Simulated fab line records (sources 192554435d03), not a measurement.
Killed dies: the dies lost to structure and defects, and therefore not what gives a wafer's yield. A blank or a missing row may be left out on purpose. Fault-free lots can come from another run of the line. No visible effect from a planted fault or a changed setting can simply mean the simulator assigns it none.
Matching of chambers :: flow n5_finfet :: N5_BEOL_M2_VIA_ETCH_34 on rie_diel-05: 4 sister chambers
The step etches the open film in C4F6/O2, target depth 69.4 nm, time 65.9 s. 16 wafers are shown with their chamber, then 8 later ones without.

== WAFERS WITH THEIR CHAMBER ==
wafer: L074.3
chamber: 2
drypump_motor_current_A (A): 5.2
rf_vpp_V (V): 670
showerhead_plenum_p_Torr (Torr): 2.89

wafer: L074.4
chamber: 1
drypump_motor_current_A (A): 6.5
rf_vpp_V (V): 671
showerhead_plenum_p_Torr (Torr): 2.75

wafer: L074.5
chamber: 2
drypump_motor_current_A (A): 5.2
rf_vpp_V (V): 672
showerhead_plenum_p_Torr (Torr): 2.89

wafer: L075.2
chamber: 1
drypump_motor_current_A (A): 6.4
rf_vpp_V (V): 671
showerhead_plenum_p_Torr (Torr): 2.75

wafer: L075.4
chamber: 1
drypump_motor_current_A (A): 6.4
rf_vpp_V (V): 671
showerhead_plenum_p_Torr (Torr): 2.75

wafer: L075.6
chamber: 2
drypump_motor_current_A (A): 5.2
rf_vpp_V (V): 671
showerhead_plenum_p_Torr (Torr): 2.89

wafer: L081.2
chamber: 0
drypump_motor_current_A (A): 6.0
rf_vpp_V (V): 673
showerhead_plenum_p_Torr (Torr): 2.78

wafer: L081.4
chamber: 3
drypump_motor_current_A (A): 4.9
rf_vpp_V (V): 639
showerhead_plenum_p_Torr (Torr): 2.73

wafer: L081.6
chamber: 2
drypump_motor_current_A (A): 5.2
rf_vpp_V (V): 671
showerhead_plenum_p_Torr (Torr): 2.89

wafer: L085.1
chamber: 3
drypump_motor_current_A (A): 4.9
rf_vpp_V (V): 639
showerhead_plenum_p_Torr (Torr): 2.72

wafer: L085.3
chamber: 2
drypump_motor_current_A (A): 5.2
rf_vpp_V (V): 670
showerhead_plenum_p_Torr (Torr): 2.88

wafer: L085.6
chamber: 0
drypump_motor_current_A (A): 5.9
rf_vpp_V (V): 674
showerhead_plenum_p_Torr (Torr): 2.77

wafer: L088.1
chamber: 2
drypump_motor_current_A (A): 5.2
rf_vpp_V (V): 670
showerhead_plenum_p_Torr (Torr): 2.88

wafer: L088.3
chamber: 3
drypump_motor_current_A (A): 4.9
rf_vpp_V (V): 636
showerhead_plenum_p_Torr (Torr): 2.72

wafer: L088.6
chamber: 0
drypump_motor_current_A (A): 6.0
rf_vpp_V (V): 674
showerhead_plenum_p_Torr (Torr): 2.77

wafer: L092.2
chamber: 0
drypump_motor_current_A (A): 6.0
rf_vpp_V (V): 674
showerhead_plenum_p_Torr (Torr): 2.77

SIGNATURES (means of the wafers above)
reading: drypump_motor_current_A
chamber 0: 5.975
chamber 1: 6.433
chamber 2: 5.200
chamber 3: 4.900
scatter within a chamber: 0.0344

reading: rf_vpp_V
chamber 0: 673.75
chamber 1: 671.00
chamber 2: 670.67
chamber 3: 638.00
scatter within a chamber: 0.917

reading: showerhead_plenum_p_Torr
chamber 0: 2.7725
chamber 1: 2.7500
chamber 2: 2.8867
chamber 3: 2.7233
scatter within a chamber: 0.00479
Rule: a wafer lies at a distance from a chamber equal to the root of the sum of squares, over the readings, of (its reading less the chamber's mean, divided by the reading's scatter). If the next closest chamber is less than 2 further off than the closest, the wafer can't be placed; otherwise it belongs to the closest. How the scatter is found: for the shown wafers, subtract from each reading the mean of its chamber, square and add these, divide the total by (wafers less chambers), then take the root.

== WAFERS WITHOUT THEIR CHAMBER ==
wafer: L092.3
drypump_motor_current_A (A): 6.4
rf_vpp_V (V): 671
showerhead_plenum_p_Torr (Torr): 2.73

wafer: L092.5
drypump_motor_current_A (A): 4.9
rf_vpp_V (V): 639
showerhead_plenum_p_Torr (Torr): 2.72

wafer: L093.3
drypump_motor_current_A (A): 4.9
rf_vpp_V (V): 638
showerhead_plenum_p_Torr (Torr): 2.72

wafer: L093.5
drypump_motor_current_A (A): 4.9
rf_vpp_V (V): 639
showerhead_plenum_p_Torr (Torr): 2.72

wafer: L093.6
drypump_motor_current_A (A): 5.2
rf_vpp_V (V): 670
showerhead_plenum_p_Torr (Torr): 2.87

wafer: L095.3
drypump_motor_current_A (A): 4.9
rf_vpp_V (V): 639
showerhead_plenum_p_Torr (Torr): 2.71

wafer: L095.4
drypump_motor_current_A (A): 4.9
rf_vpp_V (V): 638
showerhead_plenum_p_Torr (Torr): 2.71

wafer: L095.5
drypump_motor_current_A (A): 5.2
rf_vpp_V (V): 669
showerhead_plenum_p_Torr (Torr): 2.87

== WHICH CHAMBER EACH ONE RAN IN ==
wafer: L092.3
from the rows above: 1
in truth: 1

wafer: L092.5
from the rows above: 3
in truth: 3

wafer: L093.3
from the rows above: 3
in truth: 3

wafer: L093.5
from the rows above: 3
in truth: 3

wafer: L093.6
from the rows above: 2
in truth: 2

wafer: L095.3
from the rows above: 3
in truth: 3

wafer: L095.4
from the rows above: 3
in truth: 3

wafer: L095.5
from the rows above: 2
in truth: 2
Placed correctly: 8 of 8. Not placeable from these rows: 0. Placed wrongly: 0.
